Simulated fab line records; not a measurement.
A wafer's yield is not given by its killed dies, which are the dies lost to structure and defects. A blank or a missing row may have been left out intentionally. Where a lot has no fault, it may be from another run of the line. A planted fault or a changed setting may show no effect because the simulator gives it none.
The tool behind it: which one? || flow n5-finfet || 12 lots, 36 wafers sampled, at 2 steps of a route of 1938

WHAT EACH GAUGE READ, for each wafer
N5_ZERO_LAYER_INSPECT_20: inspects for defects (darkfield).
{"lot": "L075", "measured": "day 1 19:17", "on": "defect-inspect-02", "raw-defect-count": "35 33 70"}
{"lot": "L077", "measured": "day 2 07:29", "on": "defect-inspect-01", "raw-defect-count": "22 25 25"}
{"lot": "L079", "measured": "day 2 19:16", "on": "defect-inspect-02", "raw-defect-count": "48 64 64"}
{"lot": "L081", "measured": "day 3 07:23", "on": "defect-inspect-01", "raw-defect-count": "29 21 43"}
{"lot": "L083", "measured": "day 3 19:15", "on": "defect-inspect-01", "raw-defect-count": "44 62 40"}
{"lot": "L085", "measured": "day 4 08:08", "on": "defect-inspect-01", "raw-defect-count": "25 25 24"}
{"lot": "L087", "measured": "day 4 19:25", "on": "defect-inspect-01", "raw-defect-count": "72 63 30"}
{"lot": "L089", "measured": "day 5 07:23", "on": "defect-inspect-02", "raw-defect-count": "28 44 25"}
{"lot": "L091", "measured": "day 5 19:28", "on": "defect-inspect-02", "raw-defect-count": "62 59 54"}
{"lot": "L093", "measured": "day 6 07:15", "on": "defect-inspect-01", "raw-defect-count": "30 24 44"}
{"lot": "L095", "measured": "day 6 19:18", "on": "defect-inspect-02", "raw-defect-count": "38 34 54"}
{"lot": "L097", "measured": "day 7 07:23", "on": "defect-inspect-02", "raw-defect-count": "35 47 39"}

EACH LOT AND THE TOOL THAT RAN IT (in order: tool; ch and the chambers of the sampled wafers; start)
{"lot": "L075", "N5_ZERO_LAYER_ETCH_18": "rie-si-03 ch 2,3, day 1 18:47"}
{"lot": "L077", "N5_ZERO_LAYER_ETCH_18": "rie-si-05 ch 0,1,3, day 2 07:00"}
{"lot": "L079", "N5_ZERO_LAYER_ETCH_18": "rie-si-03 ch 0,2, day 2 18:47"}
{"lot": "L081", "N5_ZERO_LAYER_ETCH_18": "rie-si-03 ch 0,1,2, day 3 06:55"}
{"lot": "L083", "N5_ZERO_LAYER_ETCH_18": "rie-si-05 ch 0,2, day 3 18:47"}
{"lot": "L085", "N5_ZERO_LAYER_ETCH_18": "rie-si-02 ch 0,3, day 4 07:39"}
{"lot": "L087", "N5_ZERO_LAYER_ETCH_18": "rie-si-02 ch 1,2, day 4 18:57"}
{"lot": "L089", "N5_ZERO_LAYER_ETCH_18": "rie-si-03 ch 0,2,3, day 5 06:55"}
{"lot": "L091", "N5_ZERO_LAYER_ETCH_18": "rie-si-03 ch 0,2,3, day 5 18:55"}
{"lot": "L093", "N5_ZERO_LAYER_ETCH_18": "rie-si-03 ch 0,1,2, day 6 06:47"}
{"lot": "L095", "N5_ZERO_LAYER_ETCH_18": "rie-si-02 ch 2,3, day 6 18:47"}
{"lot": "L097", "N5_ZERO_LAYER_ETCH_18": "rie-si-03 ch 0,2, day 7 06:55"}
- N5_ZERO_LAYER_ETCH_18: etches Si in HBr/Cl2, target depth 120 nm, time 40 s.

THE ANSWER, worked out from the rows above alone
Rule: the lots themselves supply what counts as usual. The widest of any qualifying gaps counts: lots, ordered by their means at a reading, are off when they make up no more than a third of the lots, leave a main group of 4 or more, and stand apart from it by 3 or more times the standard deviation of that group's means. A main group is skipped when, at the precision printed for the reading in the tables above, its means are all equal. Also off: a lot with no number at a reading for which 4 or more lots have one. All remaining lots with rows at the step are treated as sound.
Across all readings shown, no lot is off: no conclusion can be drawn from this.

WHAT HAD BEEN PUT IN BY THE SIMULATOR
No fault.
